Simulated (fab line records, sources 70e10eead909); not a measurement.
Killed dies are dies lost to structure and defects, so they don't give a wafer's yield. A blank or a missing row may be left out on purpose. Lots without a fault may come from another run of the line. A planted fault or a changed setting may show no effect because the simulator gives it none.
Chamber matching | flow nand_harc | NHARC_A_STAIRCASE_DESCUM_11 on rie_diel-13: 4 sister chambers
The step chemistry O2, time 3 s. 24 wafers are shown with their chamber, then 12 later ones without.

WAFERS WITH THEIR CHAMBER
wafer  | chamber | drypump_motor_current_A (A) | showerhead_plenum_p_Torr (Torr) | oes_product_au (a.u.)
L075.3 | 3       | 5.2                         | 1.95                            | 0.995
L075.4 | 2       | 6.1                         | 1.90                            | 1.013
L075.6 | 1       | 6.1                         | 2.07                            | 1.008
L076.1 | 0       | 5.5                         | 1.97                            | 1.000
L076.5 | 0       | 5.5                         | 1.97                            | 0.997
L076.6 | 3       | 5.2                         | 1.95                            | 0.998
L079.1 | 1       | 6.1                         | 2.07                            | 1.007
L079.4 | 3       | 5.2                         | 1.94                            | 0.996
L079.6 | 2       | 6.1                         | 1.90                            | 1.017
L078.1 | 3       | 5.2                         | 1.94                            | 1.000
L078.3 | 2       | 6.1                         | 1.90                            | 1.008
L078.5 | 0       | 5.5                         | 1.97                            | 0.988
L082.1 | 1       | 6.1                         | 2.07                            | 0.998
L082.3 | 3       | 5.2                         | 1.94                            | 1.003
L082.6 | 3       | 5.2                         | 1.94                            | 0.999
L081.1 | 2       | 6.0                         | 1.90                            | 1.020
L081.4 | 0       | 5.5                         | 1.97                            | 0.998
L081.6 | 2       | 6.0                         | 1.90                            | 1.013
L083.2 | 1       | 6.1                         | 2.06                            | 1.002
L083.3 | 0       | 5.5                         | 1.96                            | 0.995
L083.4 | 2       | 6.0                         | 1.90                            | 1.008
L084.1 | 0       | 5.5                         | 1.96                            | 0.992
L084.2 | 3       | 5.2                         | 1.94                            | 0.996
L084.6 | 1       | 6.1                         | 2.06                            | 1.009

SIGNATURES (means of the wafers above)
reading                  | chamber 0 | chamber 1 | chamber 2 | chamber 3 | scatter within a chamber
drypump_motor_current_A  | 5.500     | 6.100     | 6.050     | 5.200     | 0.0274
showerhead_plenum_p_Torr | 1.9667    | 2.0660    | 1.9000    | 1.9429    | 0.00445
oes_product_au           | 0.99500   | 1.00480   | 1.01317   | 0.99814   | 0.00415
Rule: a wafer's distance from a chamber is the root of the sum, over the readings, of the square of ((its reading less the chamber's mean) divided by the reading's scatter). The wafer belongs to the nearest chamber; if the next one is less than 2 further off, it can't be placed. The scatter: the root of (the sum of the squares of (reading less its chamber's mean) over the shown wafers, divided by (wafers less chambers)).

WAFERS WITHOUT THEIR CHAMBER
wafer  | drypump_motor_current_A (A) | showerhead_plenum_p_Torr (Torr) | oes_product_au (a.u.)
L092.2 | 5.2                         | 1.93                            | 1.011
L092.3 | 6.1                         | 2.05                            | 0.992
L092.4 | 5.5                         | 1.96                            | 1.018
L097.1 | 6.0                         | 1.88                            | 1.007
L097.2 | 6.1                         | 2.05                            | 1.007
L097.3 | 5.5                         | 1.95                            | 1.003
L095.2 | 6.0                         | 1.88                            | 1.007
L095.5 | 5.5                         | 1.95                            | 1.018
L095.6 | 5.2                         | 1.93                            | 1.005
L096.1 | 5.2                         | 1.93                            | 1.011
L096.3 | 6.1                         | 2.05                            | 1.014
L096.6 | 5.5                         | 1.95                            | 1.003

WHICH CHAMBER EACH WENT THROUGH
wafer  | from the rows above | in truth
L092.2 | 3                   | 3
L092.3 | 1                   | 1
L092.4 | 0                   | 0
L097.1 | 2                   | 2
L097.2 | 1                   | 1
L097.3 | 0                   | 0
L095.2 | 2                   | 2
L095.5 | 0                   | 0
L095.6 | 3                   | 3
L096.1 | 3                   | 3
L096.3 | 1                   | 1
L096.6 | 0                   | 0
Placed correctly: 12 of 12. Can't be placed from these rows: 0. Placed wrongly: 0.
